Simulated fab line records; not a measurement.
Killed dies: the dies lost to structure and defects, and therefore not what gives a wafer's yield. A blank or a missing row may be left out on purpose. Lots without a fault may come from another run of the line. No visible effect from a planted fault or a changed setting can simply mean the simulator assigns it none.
fab line records	flow n5-finfet
record lots=24	wafers=72	last-day=20
route steps=1938 shown BEOL_M3@1007 BEOL_M4@1043
lots with no fault: from the same line, run without faults
start-h: hours from the record's opening day to when the first of the lot's shown wafers began	wait-h: hours from the lot's prior step to this one	" identical to the entry in the row above	L1.1+2: a single row standing in for several wafers	- no value, or no start given	* or withheld: withheld	< > ~ a bound
route shown NAME@n: names a module that has steps shown in the file, with the first one's number in the route	usual: mean/standard deviation taken from wafers without a fault	same: alike in all rows	chamber/n: place in a boat	sites: the reading at each site	_std_site: their standard deviation	_edge_site: inner sites' mean taken away from outer sites' mean	radius-mm: for every site, how far away it sits from the centre of the wafer	mask NAME#n: copy n	behind: the most recent tool/chamber to have shaped the wafer	hold: why the lot was held/for how many hours/how that ended	device: names the non-switching transistor (n, p or np)	end of line: the same wafers' tests at the end of the route	where a step has no rows: the recipe by itself	killed: dies that structure and defects cost at the first sort, which is not the same as the wafer's yield	map: a wafer's dies, x killed, . not, _ none there
set.NAME: the setting the step ran with; set.NAME@STEP: the setting that earlier step ran with	model.NAME: the simulator's own value behind a step, which no gauge read
the route's steps for a sample of lots (tables are steps, rows are wafers)
services: the hour from which a tool's chamber was out of use, counted from the record's first day as start-h (under 0 if before that day), plus the number of hours and why
## steps
# step N5_BEOL_M3_ANNEAL_93
# recipe temp-c=400	time-s=240	ambient=vacuum
# usual heater-power-w=886/98
lot.wafer	tool	chamber	start-h	wait-h	heater-power-w
L074.1	pvd-sputter-03	-	174.21	0.0	751
L074.3	"	-	"	"	826
L074.5	"	-	"	"	815
L077.2	pvd-sputter-02	-	177.19	0.0	921
L077.5	"	-	"	"	972
L077.6	"	-	"	"	1030
L076.1	pvd-sputter-03	-	179.97	0.0	819
L076.2	"	-	"	"	746
L076.4	"	-	"	"	785
L075.2	pvd-sputter-02	-	181.03	0.0	926
L075.3	"	-	"	"	973
L075.6	"	-	"	"	919
L078.1	pvd-sputter-02	-	184.23	0.0	992
L078.4	"	-	"	"	940
L078.6	"	-	"	"	927
L079.1	pvd-sputter-03	-	185.57	0.0	1007
L079.3	"	-	"	"	793
L079.5	"	-	"	"	1027
L080.1	pvd-sputter-03	-	199.77	0.0	1009
L080.3	"	-	"	"	842
L080.5	"	-	"	"	828
L081.2	pvd-sputter-02	-	217.86	0.0	1027
L081.5	"	-	"	"	976
L081.6	"	-	"	"	910
L082.2	pvd-sputter-03	-	221.54	0.0	845
L082.3	"	-	"	"	809
L082.5	"	-	"	"	1031
L085.2	pvd-sputter-01	-	227.25	0.0	998
L085.3	"	-	"	"	870
L085.4	"	-	"	"	788
L084.2	pvd-sputter-01	-	255.03	0.0	850
L084.4	"	-	"	"	763
L084.5	"	-	"	"	776
L089.2	pvd-sputter-01	-	272.91	0.0	856
L089.3	"	-	"	"	992
L089.5	"	-	"	"	983
L086.2	pvd-sputter-03	-	277.72	0.0	747
L086.3	"	-	"	"	835
L086.4	"	-	"	"	1015
L083.3	pvd-sputter-02	-	278.94	0.0	909
L083.4	"	-	"	"	914
L083.5	"	-	"	"	907
L087.1	pvd-sputter-03	-	280.98	0.0	797
L087.4	"	-	"	"	1024
L087.6	"	-	"	"	1027
L088.1	pvd-sputter-01	-	282.59	0.0	988
L088.2	"	-	"	"	862
L088.4	"	-	"	"	758
L090.2	pvd-sputter-01	-	284.93	0.0	820
L090.3	"	-	"	"	748
L090.6	"	-	"	"	812
L093.3	pvd-sputter-03	-	295.32	0.0	746
L093.4	"	-	"	"	831
L093.5	"	-	"	"	807
L092.1	pvd-sputter-03	-	301.64	0.0	799
L092.2	"	-	"	"	844
L092.6	"	-	"	"	750
L094.1	pvd-sputter-01	-	302.17	0.0	785
L094.2	"	-	"	"	872
L094.3	"	-	"	"	972
L091.1	pvd-sputter-03	-	306.00	0.0	1013
L091.3	"	-	"	"	850
L091.6	"	-	"	"	843
L095.4	pvd-sputter-02	-	322.20	0.0	919
L095.5	"	-	"	"	974
L095.6	"	-	"	"	1026
L097.1	pvd-sputter-01	-	322.40	0.0	820
L097.2	"	-	"	"	752
L097.5	"	-	"	"	851
L096.2	pvd-sputter-02	-	324.08	0.0	966
L096.3	"	-	"	"	906
L096.6	"	-	"	"	986
# step N5_BEOL_M3_INSPECT_59
# recipe inspect-instrument=darkfield	mode=post-dep
# usual raw-defect-count=64/24
lot.wafer	tool	chamber	start-h	wait-h	raw-defect-count
L074.1	defect-inspect-02	-	175.64	0.0	90
L074.3	"	-	"	"	46
L074.5	"	-	"	"	70
L077.2	defect-inspect-01	-	178.66	0.0	36
L077.5	"	-	"	"	41
L077.6	"	-	"	"	38
L076.1	defect-inspect-01	-	181.40	0.0	73
L076.2	"	-	"	"	87
L076.4	"	-	"	"	94
L075.2	defect-inspect-02	-	182.54	0.0	57
L075.3	"	-	"	"	45
L075.6	"	-	"	"	57
L078.1	defect-inspect-01	-	185.66	0.0	87
L078.4	"	-	"	"	67
L078.6	"	-	"	"	104
L079.1	defect-inspect-01	-	187.00	0.0	43
L079.3	"	-	"	"	49
L079.5	"	-	"	"	41
L080.1	defect-inspect-01	-	201.33	0.0	116
L080.3	"	-	"	"	100
L080.5	"	-	"	"	141
L081.2	defect-inspect-01	-	219.39	0.0	69
L081.5	"	-	"	"	83
L081.6	"	-	"	"	60
L082.2	defect-inspect-02	-	223.06	0.0	21
L082.3	"	-	"	"	61
L082.5	"	-	"	"	53
L085.2	defect-inspect-02	-	228.70	0.0	105
L085.3	"	-	"	"	52
L085.4	"	-	"	"	44
L084.2	defect-inspect-01	-	256.46	0.0	39
L084.4	"	-	"	"	86
L084.5	"	-	"	"	55
L089.2	defect-inspect-02	-	274.35	0.0	34
L089.3	"	-	"	"	52
L089.5	"	-	"	"	66
L086.2	defect-inspect-01	-	279.16	0.0	51
L086.3	"	-	"	"	53
L086.4	"	-	"	"	64
L083.3	defect-inspect-01	-	280.37	0.0	97
L083.4	"	-	"	"	65
L083.5	"	-	"	"	98
L087.1	defect-inspect-01	-	282.42	0.0	71
L087.4	"	-	"	"	70
L087.6	"	-	"	"	68
L088.1	defect-inspect-01	-	284.29	0.0	80
L088.2	"	-	"	"	49
L088.4	"	-	"	"	63
L090.2	defect-inspect-02	-	286.37	0.0	68
L090.3	"	-	"	"	65
L090.6	"	-	"	"	60
L093.3	defect-inspect-02	-	296.78	0.0	49
L093.4	"	-	"	"	57
L093.5	"	-	"	"	44
L092.1	defect-inspect-01	-	303.08	0.0	67
L092.2	"	-	"	"	62
L092.6	"	-	"	"	92
L094.1	defect-inspect-02	-	303.60	0.0	49
L094.2	"	-	"	"	53
L094.3	"	-	"	"	47
L091.1	defect-inspect-01	-	307.44	0.0	82
L091.3	"	-	"	"	87
L091.6	"	-	"	"	67
L095.4	defect-inspect-02	-	323.64	0.0	43
L095.5	"	-	"	"	26
L095.6	"	-	"	"	27
L097.1	defect-inspect-01	-	324.10	0.0	78
L097.2	"	-	"	"	68
L097.5	"	-	"	"	57
L096.2	defect-inspect-01	-	325.95	0.0	57
L096.3	"	-	"	"	42
L096.6	"	-	"	"	44
# step N5_BEOL_M4_STRIP_66
# recipe chemistry=CF4	resist=SiARC	power-w=300	bias-power-w=75	pressure-mtorr=50	cf4-flow-sccm=150	rf-frequency-hz=6e+07
# usual drypump-motor-current-A=5.9/0.44	oes-product-au=0.80/0.069	power-w=300.0/0.79	rf-vpp-V=271.3/1.2	showerhead-plenum-p-Torr=1.80/0.045	throttle-valve-pct=13.60/0.24
lot.wafer	tool	chamber	start-h	wait-h	drypump-motor-current-A	oes-product-au	power-w	rf-hours-counter-h	rf-vpp-V	showerhead-plenum-p-Torr	throttle-valve-pct
L074.1	rie-diel-04	3	177.68	0.0	5.5	0.91	299.5	18	272.2	1.84	13.38
L074.3	"	2	"	"	5.6	0.71	298.9	-	270.8	1.78	13.87
L074.5	"	2	"	"	5.5	0.71	299.3	-	269.4	1.78	13.87
L077.2	rie-diel-05	2	181.68	0.0	6.0	0.73	299.4	196	271.5	1.85	13.89
L077.5	"	3	"	"	5.9	0.80	299.4	-	270.9	1.74	13.70
L077.6	"	0	"	"	5.7	0.81	300.9	-	272.1	1.89	13.62
L076.1	rie-diel-05	0	183.10	0.0	5.7	0.81	301.5	74	273.0	1.89	13.63
L076.2	"	2	"	"	6.1	0.73	299.4	196	272.5	1.84	13.89
L076.4	"	1	"	"	6.6	0.77	301.4	139	271.1	1.80	13.44
L075.2	rie-diel-05	3	185.12	0.0	6.0	0.80	300.2	93	269.6	1.74	13.71
L075.3	"	2	"	"	6.0	0.73	299.6	197	272.8	1.84	13.92
L075.6	"	0	"	"	5.7	0.81	300.4	-	273.6	1.89	13.63
L078.1	rie-diel-05	0	187.71	0.0	5.7	0.81	300.4	76	273.1	1.89	13.63
L078.4	"	3	"	"	5.9	0.81	299.6	93	269.5	1.74	13.71
L078.6	"	2	"	"	6.0	0.72	300.7	-	272.7	1.84	13.90
L079.1	rie-diel-05	0	188.35	0.0	5.7	0.81	300.2	77	272.3	1.89	13.64
L079.3	"	2	"	"	6.0	0.72	301.3	198	271.9	1.84	13.90
L079.5	"	2	"	"	6.0	0.72	299.7	-	272.0	1.84	13.92
L080.1	rie-diel-04	3	202.76	0.0	5.5	0.88	299.4	29	272.9	1.84	13.40
L080.3	"	0	"	"	6.2	0.92	300.9	6	271.0	1.83	13.26
L080.5	"	3	"	"	5.5	0.89	300.0	-	272.3	1.84	13.40
L081.2	rie-diel-05	0	220.62	0.0	5.7	0.81	301.9	87	273.4	1.88	13.64
L081.5	"	1	"	"	6.6	0.75	301.0	-	271.7	1.79	13.49
L081.6	"	0	"	"	5.7	0.80	301.1	-	274.1	1.88	13.64
L082.2	rie-diel-05	3	224.62	0.0	6.0	0.79	299.1	106	269.7	1.73	13.74
L082.3	"	1	"	"	6.6	0.76	300.7	153	270.9	1.79	13.49
L082.5	"	0	"	"	5.7	0.80	300.1	-	272.1	1.88	13.64
L085.2	rie-diel-04	2	229.98	0.0	5.5	0.69	300.5	200	272.6	1.78	13.90
L085.3	"	3	"	"	5.5	0.87	300.3	38	272.4	1.83	13.45
L085.4	"	0	"	"	6.2	0.90	300.1	11	272.3	1.83	13.27
L084.2	rie-diel-04	0	258.99	0.0	6.2	0.88	300.6	19	273.5	1.83	13.30
L084.4	"	3	"	"	5.5	0.86	300.4	47	272.0	1.83	13.46
L084.5	"	2	"	"	5.5	0.68	300.2	-	270.6	1.78	13.91
L089.2	rie-diel-01	3	275.69	0.0	5.2	0.73	300.6	164	271.7	1.79	13.89
L089.3	"	2	"	"	4.9	0.91	300.8	18	271.0	1.83	13.15
L089.5	"	3	"	"	5.2	0.73	299.8	-	270.8	1.79	13.89
L086.2	rie-diel-05	0	283.07	0.0	5.7	0.77	299.7	108	273.2	1.88	13.73
L086.3	"	1	"	"	6.6	0.74	300.2	173	270.4	1.79	13.54
L086.4	"	3	"	"	5.9	0.77	299.5	126	268.9	1.73	13.80
L083.3	rie-diel-04	2	283.38	0.0	5.5	0.68	301.1	218	270.6	1.77	13.94
L083.4	"	3	"	"	5.5	0.85	300.7	56	271.4	1.83	13.48
L083.5	"	0	"	"	6.2	0.86	300.5	-	272.6	1.83	13.33
L087.1	rie-diel-04	0	284.42	0.0	6.2	0.86	299.5	28	271.2	1.83	13.33
L087.4	"	2	"	"	5.5	0.68	299.5	219	271.3	1.77	13.94
L087.6	"	3	"	"	5.5	0.85	298.8	-	271.1	1.83	13.50
L088.1	rie-diel-01	2	285.50	0.0	5.0	0.90	298.7	23	272.3	1.83	13.18
L088.2	"	3	"	"	5.2	0.72	300.1	168	272.7	1.78	13.90
L088.4	"	1	"	"	5.6	0.72	299.1	209	270.8	1.78	13.86
L090.2	rie-diel-01	2	287.72	0.0	4.9	0.89	300.0	24	271.5	1.83	13.17
L090.3	"	3	"	"	5.2	0.72	300.5	169	270.6	1.78	13.90
L090.6	"	0	"	"	6.5	0.81	300.8	-	269.9	1.74	13.49
L093.3	rie-diel-05	1	299.97	0.0	6.6	0.74	299.1	178	270.9	1.79	13.55
L093.4	"	2	"	"	6.0	0.70	300.6	235	271.7	1.83	13.99
L093.5	"	0	"	"	5.7	0.78	299.6	-	273.6	1.88	13.71
L092.1	rie-diel-01	0	304.70	0.0	6.5	0.81	300.4	98	271.0	1.74	13.51
L092.2	"	2	"	"	5.0	0.88	301.6	30	272.2	1.83	13.17
L092.6	"	2	"	"	5.0	0.88	300.1	-	271.0	1.83	13.19
L094.1	rie-diel-04	3	305.00	0.0	5.5	0.83	299.2	64	270.6	1.83	13.49
L094.2	"	1	"	"	6.2	0.87	299.4	32	270.7	1.75	13.33
L094.3	"	0	"	"	6.2	0.84	299.4	35	271.3	1.83	13.34
L091.1	rie-diel-04	3	309.01	0.0	5.5	0.83	299.7	66	272.6	1.83	13.52
L091.3	"	1	"	"	6.2	0.87	300.3	34	269.3	1.75	13.33
L091.6	"	0	"	"	6.2	0.85	300.0	-	271.9	1.83	13.35
L095.4	rie-diel-04	0	324.72	0.0	6.2	0.83	301.0	42	272.2	1.82	13.38
L095.5	"	1	"	"	6.2	0.86	298.9	-	269.1	1.75	13.37
L095.6	"	0	"	"	6.2	0.84	299.3	-	272.1	1.82	13.36
L097.1	rie-diel-01	0	326.45	0.0	6.4	0.78	300.6	105	270.3	1.73	13.52
L097.2	"	3	"	"	5.2	0.72	300.1	182	269.4	1.78	13.94
L097.5	"	0	"	"	6.5	0.79	300.1	-	269.2	1.73	13.53
L096.2	rie-diel-04	3	327.64	0.0	5.5	0.82	299.5	71	273.4	1.83	13.49
L096.3	"	1	"	"	6.2	0.86	299.1	39	270.2	1.75	13.36
L096.6	"	1	"	"	6.2	0.86	300.4	-	272.2	1.75	13.35
# step N5_BEOL_M4_OVL_MEAS_29
# recipe points-per-wafer=522
# usual V3_OVL=-0.1/0.7
# same points-per-wafer=522
lot.wafer	tool	chamber	start-h	wait-h	V3_OVL[nm]
L074.1	overlay-01	0	178.29	0.0	0.3
L074.3	"	0	"	"	-0.1
L074.5	"	0	"	"	0.4
L077.2	overlay-02	0	183.82	0.0	-0.2
L077.5	"	0	"	"	0.0
L077.6	"	0	"	"	-0.2
L076.1	overlay-02	0	183.87	0.0	0.9
L076.2	"	0	"	"	0.5
L076.4	"	0	"	"	0.5
L075.2	overlay-01	0	185.69	0.0	-0.4
L075.3	"	0	"	"	0.2
L075.6	"	0	"	"	0.0
L078.1	overlay-02	0	188.41	0.0	0.0
L078.4	"	0	"	"	-0.6
L078.6	"	0	"	"	-0.8
L079.1	overlay-02	0	188.92	0.0	0.4
L079.3	"	0	"	"	0.5
L079.5	"	0	"	"	0.5
L080.1	overlay-01	0	203.33	0.0	-0.6
L080.3	"	0	"	"	0.8
L080.5	"	0	"	"	0.4
L081.2	overlay-01	0	221.32	0.0	0.3
L081.5	"	0	"	"	0.0
L081.6	"	0	"	"	-0.7
L082.2	overlay-01	0	225.21	0.0	-0.3
L082.3	"	0	"	"	0.7
L082.5	"	0	"	"	0.7
L085.2	overlay-01	0	230.69	0.0	-0.7
L085.3	"	0	"	"	-0.9
L085.4	"	0	"	"	0.0
L084.2	overlay-02	0	259.57	0.0	0.5
L084.4	"	0	"	"	0.5
L084.5	"	0	"	"	0.2
L089.2	overlay-02	0	276.29	0.0	-0.4
L089.3	"	0	"	"	0.0
L089.5	"	0	"	"	-0.6
L086.2	overlay-02	0	283.77	0.0	0.8
L086.3	"	0	"	"	0.7
L086.4	"	0	"	"	0.4
L083.3	overlay-02	0	284.40	0.0	-0.8
L083.4	"	0	"	"	-1.1
L083.5	"	0	"	"	-0.4
L087.1	overlay-01	0	285.30	0.0	0.6
L087.4	"	0	"	"	-1.2
L087.6	"	0	"	"	-1.6
L088.1	overlay-02	0	286.22	0.0	-0.3
L088.2	"	0	"	"	-0.6
L088.4	"	0	"	"	-0.4
L090.2	overlay-01	0	288.42	0.0	0.0
L090.3	"	0	"	"	-0.5
L090.6	"	0	"	"	-0.6
L093.3	overlay-01	0	300.71	0.0	-0.1
L093.4	"	0	"	"	-0.2
L093.5	"	0	"	"	-0.5
L092.1	overlay-01	0	305.40	0.0	0.5
L092.2	"	0	"	"	1.2
L092.6	"	0	"	"	0.2
L094.1	overlay-01	0	305.73	0.0	-2.0
L094.2	"	0	"	"	-1.2
L094.3	"	0	"	"	-1.2
L091.1	overlay-01	0	309.86	0.0	-0.1
L091.3	"	0	"	"	0.4
L091.6	"	0	"	"	-0.3
L095.4	overlay-02	0	325.34	0.0	-0.7
L095.5	"	0	"	"	0.3
L095.6	"	0	"	"	0.3
L097.1	overlay-01	0	327.02	0.0	0.1
L097.2	"	0	"	"	0.3
L097.5	"	0	"	"	0.4
L096.2	overlay-01	0	328.22	0.0	0.3
L096.3	"	0	"	"	-0.1
L096.6	"	0	"	"	0.0
# step N5_BEOL_M4_TRENCH_ETCH_37
# recipe chemistry=C4F6/O2	target-depth-a=555.55	target=SiOC	time-s=29.2	ion-energy-ev=250	pressure-mtorr=30	source-w=355	bias-w=185	Ar_flow_sccm=300	C4F6_flow_sccm=10	O2_flow_sccm=10
# usual drypump-motor-current-A=5.8/0.48	oes_ar_750_au=0.80/0.075	oes-product-au=0.80/0.08	rf-vpp-V=667/7.3	showerhead-plenum-p-Torr=2.86/0.067	throttle-valve-pct=20.94/0.23
lot.wafer	tool	chamber	start-h	wait-h	drypump-motor-current-A	oes_ar_750_au	oes-product-au	rf-hours-counter-h	rf-vpp-V	showerhead-plenum-p-Torr	throttle-valve-pct
L074.1	rie-diel-01	1	-	-	5.7	0.76	0.76	168	663	2.84	21.02
L074.3	"	2	"	"	5.0	0.69	0.69	243	681	2.92	20.84
L074.5	"	1	"	"	5.6	0.76	0.75	-	663	2.84	21.04
L077.2	rie-diel-04	3	-	-	5.5	0.91	0.92	24	668	2.91	20.78
L077.5	"	2	"	"	5.6	0.71	0.70	-	664	2.84	21.22
L077.6	"	0	"	"	6.2	0.96	0.96	-	676	2.91	20.61
L076.1	rie-diel-01	0	-	-	6.5	0.85	0.85	56	669	2.79	20.83
L076.2	"	1	"	"	5.6	0.76	0.75	172	662	2.84	21.04
L076.4	"	0	"	"	6.5	0.85	0.86	-	671	2.79	20.83
L075.2	rie-diel-04	3	-	-	5.5	0.90	0.91	25	669	2.91	20.79
L075.3	"	0	"	"	6.2	0.94	0.94	2	675	2.91	20.62
L075.6	"	2	"	"	5.6	0.71	0.70	-	662	2.84	21.22
L079.1	rie-diel-01	1	-	-	5.6	0.76	0.76	174	662	2.84	21.05
L079.3	"	2	"	"	5.0	0.69	0.68	248	681	2.92	20.85
L079.5	"	3	"	"	5.2	0.78	0.76	-	655	2.85	21.15
L078.1	rie-diel-05	0	-	-	5.7	0.81	0.81	79	671	3.00	20.98
L078.4	"	3	"	"	6.0	0.81	0.81	96	663	2.76	21.07
L078.6	"	3	"	"	6.0	0.82	0.81	-	660	2.76	21.08
L080.1	rie-diel-04	2	-	-	5.6	0.70	0.69	194	664	2.84	21.24
L080.3	"	0	"	"	6.2	0.91	0.92	9	675	2.91	20.64
L080.5	"	2	"	"	5.5	0.71	0.69	-	662	2.84	21.24
L081.2	rie-diel-04	2	-	-	5.6	0.70	0.69	200	662	2.84	21.24
L081.5	"	1	"	"	6.2	0.94	0.96	-	668	2.79	20.64
L081.6	"	2	"	"	5.6	0.70	0.70	-	663	2.84	21.24
L082.2	rie-diel-04	2	-	-	5.5	0.70	0.68	207	663	2.83	21.23
L082.3	"	0	"	"	6.2	0.88	0.89	17	674	2.91	20.64
L082.5	"	3	"	"	5.5	0.88	0.87	-	669	2.90	20.80
L085.2	rie-diel-05	2	-	-	6.1	0.72	0.71	219	666	2.92	21.17
L085.3	"	3	"	"	6.0	0.80	0.79	115	662	2.75	21.09
L085.4	"	0	"	"	5.7	0.79	0.79	97	670	2.99	21.02
L084.2	rie-diel-05	1	-	-	6.6	0.75	0.75	171	659	2.84	20.75
L084.4	"	0	"	"	5.7	0.79	0.78	107	671	2.99	21.03
L084.5	"	3	"	"	6.0	0.79	0.79	-	661	2.75	21.12
L086.2	rie-diel-01	3	-	-	5.2	0.73	0.73	169	654	2.84	21.18
L086.3	"	2	"	"	5.0	0.91	0.92	23	681	2.91	20.52
L086.4	"	0	"	"	6.5	0.81	0.81	92	673	2.77	20.87
L089.2	rie-diel-01	0	-	-	6.5	0.81	0.82	94	671	2.77	20.89
L089.3	"	1	"	"	5.7	0.72	0.73	211	661	2.82	21.11
L089.5	"	3	"	"	5.2	0.74	0.73	-	656	2.83	21.20
L083.3	rie-diel-01	0	-	-	6.5	0.81	0.81	95	671	2.77	20.89
L083.4	"	2	"	"	5.0	0.89	0.91	26	681	2.91	20.54
L083.5	"	2	"	"	5.0	0.90	0.92	-	681	2.91	20.52
L087.1	rie-diel-05	0	-	-	5.7	0.77	0.77	113	672	2.98	21.04
L087.4	"	3	"	"	6.0	0.78	0.77	131	661	2.75	21.12
L087.6	"	3	"	"	6.0	0.78	0.78	-	663	2.75	21.11
L088.1	rie-diel-01	2	-	-	5.0	0.90	0.91	29	681	2.91	20.54
L088.2	"	0	"	"	6.5	0.81	0.80	98	672	2.77	20.90
L088.4	"	1	"	"	5.6	0.72	0.72	215	660	2.82	21.12
L090.2	rie-diel-05	1	-	-	6.6	0.74	0.74	181	660	2.84	20.78
L090.3	"	0	"	"	5.7	0.78	0.77	116	671	2.98	21.04
L090.6	"	0	"	"	5.7	0.77	0.77	-	671	2.98	21.05
L093.3	rie-diel-04	3	-	-	5.5	0.84	0.85	71	669	2.89	20.84
L093.4	"	1	"	"	6.2	0.87	0.87	39	668	2.78	20.67
L093.5	"	0	"	"	6.2	0.84	0.85	-	675	2.89	20.68
L092.1	rie-diel-05	1	-	-	6.6	0.74	0.73	185	659	2.83	20.76
L092.2	"	3	"	"	6.0	0.77	0.77	139	660	2.74	21.14
L092.6	"	0	"	"	5.7	0.76	0.77	-	670	2.98	21.05
L094.1	rie-diel-01	1	-	-	5.7	0.72	0.72	223	661	2.82	21.12
L094.2	"	2	"	"	5.0	0.88	0.89	37	682	2.90	20.57
L094.3	"	3	"	"	5.2	0.72	0.72	183	655	2.83	21.22
L091.1	rie-diel-04	3	-	-	5.6	0.84	0.84	71	668	2.89	20.85
L091.3	"	1	"	"	6.2	0.86	0.87	41	668	2.78	20.71
L091.6	"	1	"	"	6.2	0.86	0.87	-	668	2.78	20.71
L095.4	rie-diel-01	2	-	-	5.0	0.87	0.89	42	681	2.90	20.56
L095.5	"	3	"	"	5.2	0.73	0.72	-	654	2.83	21.23
L095.6	"	2	"	"	5.0	0.87	0.88	-	681	2.90	20.56
L097.1	rie-diel-04	1	-	-	6.2	0.86	0.87	44	667	2.78	20.69
L097.2	"	3	"	"	5.5	0.83	0.83	75	670	2.89	20.84
L097.5	"	3	"	"	5.5	0.84	0.83	-	670	2.89	20.85
L096.2	rie-diel-05	3	-	-	6.0	0.77	0.76	149	662	2.74	21.16
L096.3	"	0	"	"	5.7	0.76	0.76	131	672	2.97	21.06
L096.6	"	0	"	"	5.7	0.76	0.76	-	670	2.97	21.05
# step N5_BEOL_M4_SPUTTER_90
# recipe material=Cu	target-thk-a=45	temp-c=-20	chamber-pressure-pa=0.07	power-w=withheld	time-s=8.29
# usual throttle-valve-pct=29.8/1.1
lot.wafer	tool	chamber	start-h	wait-h	throttle-valve-pct
L074.1	pvd-sputter-03	-	183.43	0.1	29.1
L074.3	"	-	"	"	31.9
L074.5	"	-	"	"	29.1
L077.2	pvd-sputter-03	-	191.33	0.1	31.7
L077.5	"	-	"	"	32.2
L077.6	"	-	"	"	29.2
L076.1	pvd-sputter-02	-	194.46	0.1	30.3
L076.2	"	-	"	"	28.6
L076.4	"	-	"	"	31.3
L075.2	pvd-sputter-01	-	196.43	0.1	30.0
L075.3	"	-	"	"	29.1
L075.6	"	-	"	"	29.9
L079.1	pvd-sputter-01	-	199.32	0.1	30.1
L079.3	"	-	"	"	30.1
L079.5	"	-	"	"	29.0
L078.1	pvd-sputter-01	-	201.16	0.1	30.4
L078.4	"	-	"	"	28.9
L078.6	"	-	"	"	28.4
L080.1	pvd-sputter-01	-	216.72	0.1	29.0
L080.3	"	-	"	"	30.2
L080.5	"	-	"	"	30.3
L081.2	pvd-sputter-03	-	231.10	0.1	32.0
L081.5	"	-	"	"	32.1
L081.6	"	-	"	"	31.5
L082.2	pvd-sputter-01	-	252.89	0.1	30.1
L082.3	"	-	"	"	29.7
L082.5	"	-	"	"	30.0
L085.2	pvd-sputter-03	-	252.92	0.1	28.8
L085.3	"	-	"	"	31.2
L085.4	"	-	"	"	32.3
L084.2	pvd-sputter-02	-	281.16	0.1	31.0
L084.4	"	-	"	"	28.7
L084.5	"	-	"	"	31.6
L086.2	pvd-sputter-01	-	288.27	0.1	29.9
L086.3	"	-	"	"	28.2
L086.4	"	-	"	"	29.1
L089.2	pvd-sputter-02	-	294.89	0.1	30.3
L089.3	"	-	"	"	31.2
L089.5	"	-	"	"	30.0
L083.3	pvd-sputter-01	-	298.24	0.1	28.2
L083.4	"	-	"	"	28.7
L083.5	"	-	"	"	28.9
L087.1	pvd-sputter-03	-	303.18	0.1	32.2
L087.4	"	-	"	"	29.2
L087.6	"	-	"	"	32.1
L088.1	pvd-sputter-02	-	306.75	0.1	30.6
L088.2	"	-	"	"	28.5
L088.4	"	-	"	"	31.3
L090.2	pvd-sputter-01	-	315.25	0.1	30.3
L090.3	"	-	"	"	28.9
L090.6	"	-	"	"	28.3
L093.3	pvd-sputter-01	-	328.20	0.1	27.9
L093.4	"	-	"	"	28.5
L093.5	"	-	"	"	28.9
L092.1	pvd-sputter-01	-	330.04	0.1	29.0
L092.2	"	-	"	"	28.4
L092.6	"	-	"	"	28.8
L094.1	pvd-sputter-02	-	332.71	0.1	28.5
L094.2	"	-	"	"	30.1
L094.3	"	-	"	"	31.4
L091.1	pvd-sputter-03	-	332.91	0.1	32.3
L091.3	"	-	"	"	29.5
L091.6	"	-	"	"	31.0
L095.4	pvd-sputter-02	-	349.38	0.1	30.3
L095.5	"	-	"	"	30.2
L095.6	"	-	"	"	31.4
L097.1	pvd-sputter-01	-	349.59	0.1	27.9
L097.2	"	-	"	"	30.3
L097.5	"	-	"	"	30.4
L096.2	pvd-sputter-01	-	356.45	0.1	29.0
L096.3	"	-	"	"	30.0
L096.6	"	-	"	"	30.3
## services
tool	chamber	start-h	hours	kind
rie-diel-04	0	160.67	-	clean
rie-diel-04	0	160.67	-	consumable-replace:focus-ring
rie-diel-04	0	160.67	25.2	scheduled-down
rie-diel-04	0	160.67	25.2	vent-cycle
rie-diel-05	1	173.90	8.8	repair
rie-diel-04	1	176.16	8.1	repair
rie-diel-01	0	182.28	1.9	repair
rie-diel-04	1	185.89	-	clean
rie-diel-04	1	185.89	-	consumable-replace:focus-ring
rie-diel-04	1	185.89	27.9	scheduled-down
rie-diel-04	1	185.89	27.9	vent-cycle
rie-diel-01	2	190.80	1.6	repair
rie-diel-01	2	204.69	-	clean
rie-diel-04	0	214.62	7.9	repair
rie-diel-05	-	236.95	2.4	repair
pvd-sputter-02	-	265.13	12.8	repair
rie-diel-04	2	287.32	7.5	repair
rie-diel-04	2	308.08	5.8	repair
rie-diel-05	2	313.06	5.9	repair
rie-diel-04	2	326.28	1.8	repair
rie-diel-05	2	352.26	-	clean
rie-diel-05	2	352.26	-	consumable-replace:focus-ring
rie-diel-05	2	352.26	21.1	scheduled-down
rie-diel-05	2	352.26	21.1	vent-cycle
## key
fault none
